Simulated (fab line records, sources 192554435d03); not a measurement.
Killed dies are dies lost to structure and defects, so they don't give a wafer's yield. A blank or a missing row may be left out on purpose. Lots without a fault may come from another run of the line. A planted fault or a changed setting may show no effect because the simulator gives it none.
Chamber matching | flow n5_finfet | N5_BEOL_M3_STRIP_19 on rie_diel-05: 4 sister chambers
The step strips in O2. 18 wafers are shown with their chamber, then 9 later ones without.

WAFERS WITH THEIR CHAMBER
wafer  | chamber | drypump_motor_current_A (A) | throttle_valve_pct (%) | oes_product_au (a.u.)
L077.1 | 3       | 5.7                         | 16.96                  | 0.67
L077.4 | 3       | 5.7                         | 16.96                  | 0.67
L077.6 | 2       | 5.3                         | 16.97                  | 0.73
L080.1 | 2       | 5.4                         | 16.99                  | 0.74
L080.2 | 3       | 5.7                         | 16.97                  | 0.67
L080.6 | 3       | 5.7                         | 16.97                  | 0.67
L083.1 | 1       | 5.9                         | 16.87                  | 0.75
L083.3 | 0       | 5.6                         | 16.28                  | 0.95
L083.5 | 1       | 5.8                         | 16.86                  | 0.74
L085.2 | 3       | 5.8                         | 16.52                  | 0.94
L085.4 | 1       | 5.9                         | 16.86                  | 0.73
L085.5 | 3       | 5.8                         | 16.50                  | 0.95
L087.2 | 2       | 5.4                         | 17.03                  | 0.72
L087.3 | 1       | 5.9                         | 16.87                  | 0.73
L087.4 | 3       | 5.7                         | 16.53                  | 0.93
L088.3 | 2       | 5.4                         | 17.04                  | 0.72
L088.4 | 1       | 5.9                         | 16.87                  | 0.74
L088.5 | 1       | 5.8                         | 16.87                  | 0.74

SIGNATURES (means of the wafers above)
reading                 | chamber 0 | chamber 1 | chamber 2 | chamber 3 | scatter within a chamber
drypump_motor_current_A | 5.600     | 5.867     | 5.375     | 5.729     | 0.0501
throttle_valve_pct      | 16.2800   | 16.8667   | 17.0075   | 16.7729   | 0.158
oes_product_au          | 0.9500    | 0.7383    | 0.7275    | 0.7857    | 0.0948
Rule: a wafer's distance from a chamber is the root of the sum, over the readings, of the square of ((its reading less the chamber's mean) divided by the reading's scatter). The wafer belongs to the nearest chamber; if the next one is less than 2 further off, it can't be placed. The scatter: the root of (the sum of the squares of (reading less its chamber's mean) over the shown wafers, divided by (wafers less chambers)).

WAFERS WITHOUT THEIR CHAMBER
wafer  | drypump_motor_current_A (A) | throttle_valve_pct (%) | oes_product_au (a.u.)
L090.1 | 5.6                         | 16.31                  | 0.92
L090.2 | 5.4                         | 17.03                  | 0.71
L090.3 | 5.8                         | 16.88                  | 0.73
L091.1 | 5.9                         | 16.88                  | 0.72
L091.2 | 5.6                         | 16.31                  | 0.91
L091.5 | 5.7                         | 16.51                  | 0.92
L093.1 | 5.9                         | 16.89                  | 0.72
L093.2 | 5.6                         | 16.30                  | 0.92
L093.5 | 5.8                         | 16.86                  | 0.73

WHICH CHAMBER EACH WENT THROUGH
wafer  | from the rows above     | in truth
L090.1 | 0                       | 0
L090.2 | 2                       | 2
L090.3 | can't be placed: 1 or 3 | 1
L091.1 | 1                       | 1
L091.2 | 0                       | 0
L091.5 | can't be placed: 3 or 0 | 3
L093.1 | 1                       | 1
L093.2 | 0                       | 0
L093.5 | can't be placed: 1 or 3 | 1
Placed correctly: 6 of 9. Can't be placed from these rows: 3 (the true chamber is among the candidates in 3). Placed wrongly: 0.
